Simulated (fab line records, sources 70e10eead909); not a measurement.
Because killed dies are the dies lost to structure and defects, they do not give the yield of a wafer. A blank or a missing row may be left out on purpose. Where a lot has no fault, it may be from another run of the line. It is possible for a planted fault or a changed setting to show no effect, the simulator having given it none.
Chamber matching ; flow nand-harc ; 3 sister chambers for NHARC_P_M2_PRE_CLEAN_32 on pecvd-04
The step time 12 s. 16 wafers are shown with their chamber, then 8 later ones without.

## WAFERS, EACH WITH ITS CHAMBER
wafer;chamber;heater-power-outer-w (W);heater-power-w (W)
L074.2;0;342;561
L074.5;2;333;592
L074.6;1;255;492
L080.1;2;313;563
L080.2;0;323;525
L080.5;0;324;518
L082.2;2;316;579
L082.3;0;347;564
L082.5;2;320;571
L084.1;0;310;527
L084.3;1;213;436
L084.5;1;223;428
L091.1;1;289;522
L091.3;0;352;570
L091.6;1;278;521
L093.1;0;349;572

SIGNATURES (averages over the wafers above)
reading;chamber 0;chamber 1;chamber 2;scatter within a chamber
heater-power-outer-w;335.29;251.60;320.50;21.9
heater-power-w;548.14;479.80;576.25;30.4
Rule: a wafer lies at a distance from a chamber equal to the root of the sum of squares, over the readings, of (its reading less the chamber's mean, divided by the reading's scatter). If the next closest chamber is less than 2 further off than the closest, the wafer can't be placed; otherwise it belongs to the closest. How the scatter is found: for the shown wafers, subtract from each reading the mean of its chamber, square and add these, divide the total by (wafers less chambers), then take the root.

## WAFERS WITH NO CHAMBER GIVEN
wafer;heater-power-outer-w (W);heater-power-w (W)
L093.4;394;684
L093.6;265;492
L095.1;295;529
L095.4;297;537
L095.5;391;679
L096.2;329;603
L096.3;343;544
L096.5;293;533

## EACH ONE'S CHAMBER
wafer;from the rows above;in truth
L093.4;can't be placed: 2 or 0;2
L093.6;1;1
L095.1;can't be placed: 2 or 0 or 1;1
L095.4;can't be placed: 2 or 0 or 1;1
L095.5;can't be placed: 2 or 0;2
L096.2;can't be placed: 2 or 0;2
L096.3;can't be placed: 0 or 2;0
L096.5;can't be placed: 2 or 0 or 1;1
Placed correctly: 1 of 8. Cannot be placed on the basis of these rows: 7; the candidates contain the true chamber in 7. 0 placed wrongly.
